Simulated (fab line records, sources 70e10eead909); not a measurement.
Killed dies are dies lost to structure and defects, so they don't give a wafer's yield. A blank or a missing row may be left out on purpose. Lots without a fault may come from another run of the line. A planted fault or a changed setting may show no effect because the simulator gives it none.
Which tool did it? | flow nand_harc | 24 lots, 72 wafers sampled, at 1 step of a route of 1302

WHAT THE GAUGES READ, wafer by wafer
NHARC_A_CHANNEL_HOLE_D2_INSPECT_12.
lot  | measured     | on                | raw_defect_count
L074 | day 12 19:47 | defect_inspect-02 | 62 44 62
L075 | day 13 15:46 | defect_inspect-02 | 1 6 6
L076 | day 14 05:50 | defect_inspect-01 | 52 41 50
L077 | day 14 08:53 | defect_inspect-02 | 7 8 5
L078 | day 14 21:39 | defect_inspect-01 | 9 5 5
L079 | day 15 06:46 | defect_inspect-02 | 4 10 5
L080 | day 15 16:34 | defect_inspect-01 | 61 59 56
L081 | day 15 16:43 | defect_inspect-02 | 46 48 49
L083 | day 16 16:24 | defect_inspect-02 | 56 71 50
L082 | day 16 16:32 | defect_inspect-02 | 4 11 5
L084 | day 17 04:06 | defect_inspect-01 | 72 54 63
L085 | day 17 16:11 | defect_inspect-01 | 60 58 39
L086 | day 18 02:27 | defect_inspect-01 | 6 10 15
L087 | day 18 18:25 | defect_inspect-02 | 56 54 60
L088 | day 19 15:50 | defect_inspect-02 | 15 9 13
L089 | day 19 16:01 | defect_inspect-01 | 56 45 52
L091 | day 20 01:35 | defect_inspect-02 | 27 22 18
L090 | day 20 02:52 | defect_inspect-02 | 53 63 46
L092 | day 21 02:22 | defect_inspect-01 | 13 12 23
L094 | day 21 15:06 | defect_inspect-02 | 20 19 23
L093 | day 21 16:11 | defect_inspect-01 | 23 21 14
L095 | day 22 02:14 | defect_inspect-02 | 4 5 5
L096 | day 22 16:08 | defect_inspect-01 | 31 24 27
L097 | day 22 23:53 | defect_inspect-01 | 25 30 32

WHICH TOOL RAN EACH LOT (tool, then ch and the chambers of the sampled wafers, then the start)
The record holds no process step before these readings.

WHAT THE TOOLS THEMSELVES READ (means of the sampled wafers that have a number; where no wafer has one, the mark that the record gives instead)
The record holds no such reading with a usual standard deviation.

THE ANSWER, worked out from the rows above alone
Rule: what is usual is taken from the lots themselves. Put in order of their means at a reading, lots are off if they are a third of the lots or fewer, leave a main group of 4 or more, and stand apart from it by a gap of 3 or more times the standard deviation of the main group's means; of several such gaps the widest counts. A main group whose means are all the same, to the digits that the tables above print for the reading, isn't used. A lot without any number at a reading at which 4 lots or more have one is off too. The other lots that the step has rows for count as sound. The gauges are gone through in route order, then the tools' own readings, and for those a lot's mean is taken as printed above. The first step at which some lot is off is used, and at that step the reading that is off furthest; a lot without a number counts as furthest.
No lot is off at any reading shown: from this, nothing can be told.

WHAT THE SIMULATOR HAD PUT IN
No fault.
